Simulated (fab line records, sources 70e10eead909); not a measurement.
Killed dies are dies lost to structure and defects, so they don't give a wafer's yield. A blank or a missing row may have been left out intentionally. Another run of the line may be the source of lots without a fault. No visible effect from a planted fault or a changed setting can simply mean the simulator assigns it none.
Problem report, 8D (eight disciplines) form, completed by code	flow nand harc	the parts of the form that need people (team, actions taken, sign-off) are left out

## 1. WHAT IS WRONG
Mean of raw defect count at NHARC_A_BLC_INSPECT_12: 349 across 2 wafers in 2 lots; on wafers with no fault it is 84 (standard deviation 36). That puts it +7.4 standard deviations away from the usual mean.
First seen on wafer L800.1, day 27 01:17, on defect inspect-02. At this step, 18 wafers from 6 lots have a number in the record. The rule behind "out" and "out of limits": a value lying over 4 standard deviations away from the usual mean. The other wafers with a number count as sound.

## 2. WHAT IT IS, AND WHAT IT ISN'T
question	is	is not
which readings at this step	raw defect count	-
which lots	L800, L801	L789, L806, L810, L812
which wafers of those lots	L800.1, L801.3	L800.2, L800.3, L801.5, L801.6
read on which gauges	defect inspect-02	defect inspect-01
when	from day 27 01:17	up to then (5 sound wafers); but 11 sound wafers of L801, L806, L810, L812 came after

## 3. SUSPECTS, AND WHAT RULES EACH OUT
Counting: if a tool at a process step up to the reading ran every lot that is out, it stays a suspect. Sound lots after the first of them don't rule it out here, since some wafers of a struck lot are sound.
- the gauge at NHARC_A_BLC_INSPECT_12 is ruled out. All the wafers that are out were read on defect inspect-02, but those of them that NHARC_END_SORT_01 has rows for are out there too, on other tools.
- rie diel-09 at NHARC_A_CONTACT_ETCH_110 (etches the open film in CF4/O2, target depth 60 nm, overetch 6 nm, time 33 s): kept. Every lot that is out went through it, the first being L800 (day 26 22:30); the last sound lot it ran before that was L789 (day 22 19:33).
- cmp-03 at NHARC_A_CONTACT_CMP_20 (polishes, t overpolish 30 s, target thk 300 nm): kept. It ran every lot that is out, first L800 (day 27 00:15).
- At NHARC_A_CONTACT_CMP_20, inside cmp-03: chamber 1 took the wafers that are out, while their sound lot-mates went through chambers 0, 2, 3.
Left after counting: rie diel-09 at NHARC_A_CONTACT_ETCH_110, cmp-03 at NHARC_A_CONTACT_CMP_20.

## 4. THE CAUSE (what the simulator had put in)
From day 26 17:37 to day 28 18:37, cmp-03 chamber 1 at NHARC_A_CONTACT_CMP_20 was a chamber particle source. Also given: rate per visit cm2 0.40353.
After counting, 2 suspects remain, this tool included.

## 5. THE CHAIN OF EFFECTS, in route order
Rows list readings where the struck wafers' mean (over those with a number) sits beyond 3 standard deviations from the usual. Readings are gone through only where the record gives a usual standard deviation; hours: the median, over the lots, of the time from a lot's start at the first step in this table giving one to that lot's start at this step; sigmas: the change measured in usual standard deviations.
hours	step	reading	usual	on struck wafers	change	sigmas
0	NHARC_A_BLC_INSPECT_12	raw defect count	84	349	+265	+7.4
47	NHARC_END_SORT_01	killed at array	52	242	+190	+10
47	NHARC_END_SORT_01	killed dies	57	244	+187	+10

## 6. HOW IT WOULD HAVE BEEN CAUGHT EARLIER
The first out-of-limits reading at a measuring or inspecting step in this record came at day 27 01:17, 8 hours after the fault's start at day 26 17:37.
Of the tool readings at NHARC_A_CONTACT_CMP_20 for which the record gives a usual standard deviation, none was out on any struck wafer, so an alarm limit of 4 standard deviations on them would not have fired.
Among the 2 lots that are out, L801 began NHARC_A_CONTACT_CMP_20 on cmp-03 after day 27 01:17. It would have been spared by a hold on the tool at that moment.
